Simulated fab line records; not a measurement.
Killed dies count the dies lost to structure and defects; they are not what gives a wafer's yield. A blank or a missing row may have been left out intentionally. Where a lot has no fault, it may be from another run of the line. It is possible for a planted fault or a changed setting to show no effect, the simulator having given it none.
A single fault, viewed from 3 desks + flow n5-finfet + what lay behind the numbers comes last; until then each desk has only its own

== THE METROLOGY DESK ==
Means of the sampled wafers that have a number, per lot and without regard to the tool the lot ran on: this is what the gauges read. A lot is out of limits, marked OUT, if its mean lies more than 4 standard deviations from the usual mean; the brackets give that distance.
Columns: A = cd-nm at N5_BEOL_M6_CD_MEAS_18, usual 39.7 nm; B = cd-nm at N5_BEOL_M6_CD_MEAS_28, usual 40.04 nm; C = V5_OVL at N5_BEOL_M6_OVL_MEAS_29, usual 0.3 nm
| lot  | first seen here | A    | B     | C    |
|------|-----------------|------|-------|------|
| L919 | day 10 03:57    | 40.3 | 39.84 | -0.2 |
| L918 | day 10 04:39    | 40.4 | 39.93 | 0.7  |
| L925 | day 11 21:37    | 40.1 | 40.32 | 0.1  |
| L927 | day 11 21:56    | 39.4 | 40.24 | 0.0  |
| L935 | day 14 14:19    | 39.6 | 39.87 | -0.1 |
| L937 | day 14 17:03    | 39.3 | 40.01 | -0.0 |
This desk found nothing out of limits on any of the 6 lots.

== DESK OF THE TOOL OWNER: litho-track-03 ==
The tool's own readings at N5_BEOL_M6_COAT_22 (resist thk 30 nm): means of the sampled wafers that have a number, for each lot that ran on this tool. A lot is out of limits, marked OUT, if its mean lies more than 4 standard deviations from the usual mean; the brackets give that distance.
Columns: A = spin-speed-rpm at N5_BEOL_M6_COAT_22, usual 1499.9 rpm
| lot  | first seen here | A                |
|------|-----------------|------------------|
| L919 | day 10 04:55    | 1499.6           |
| L925 | day 11 21:48    | 1569.2 (+75) OUT |
| L927 | day 12 00:37    | 1568.7 (+74) OUT |
This desk's finding: out of limits on L925, L927; first on L925, day 11 21:48 (spin-speed-rpm at N5_BEOL_M6_COAT_22). L919 stayed within limits.

== THE DEFECT DESK ==
Counts from the inspections along the route, per lot, as means over the sampled wafers that have a number. A lot is out of limits, marked OUT, if its mean lies more than 4 standard deviations from the usual mean; the brackets give that distance.
Columns: A = raw-defect-count at N5_BEOL_M6_INSPECT_13, usual 410; B = raw-defect-count at N5_BEOL_M6_INSPECT_30, usual 410
| lot  | first seen here | A   | B   |
|------|-----------------|-----|-----|
| L919 | day 10 03:16    | 369 | 387 |
| L918 | day 10 03:52    | 601 | 592 |
| L925 | day 11 21:07    | 408 | 402 |
| L927 | day 11 21:17    | 429 | 436 |
| L935 | day 14 13:08    | 405 | 405 |
| L937 | day 14 16:30    | 424 | 423 |
This desk found nothing out of limits on any of the 6 lots.

== PUT TOGETHER ==
An alarm could have come from the tool owner's desk at day 11 21:48, on L925, L927.
Nothing out of limits was seen by the metrology desk.
No out-of-limits result turned up at the defect desk.
The metrology desk holds a record of L925, L927, inside its limits.
The defect desk has L925, L927 on record, within its limits.
On litho-track-03, each named lot ran N5_BEOL_M6_COAT_22.

== WHAT THE SIMULATOR HAD INSERTED ==
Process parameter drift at N5_BEOL_M6_COAT_22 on litho-track-03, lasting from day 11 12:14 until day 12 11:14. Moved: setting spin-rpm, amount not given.
Shown lots that were struck: L925, L927.
Hours from the fault's start to each desk's first reading out of limits: the tool owner's desk, 10.
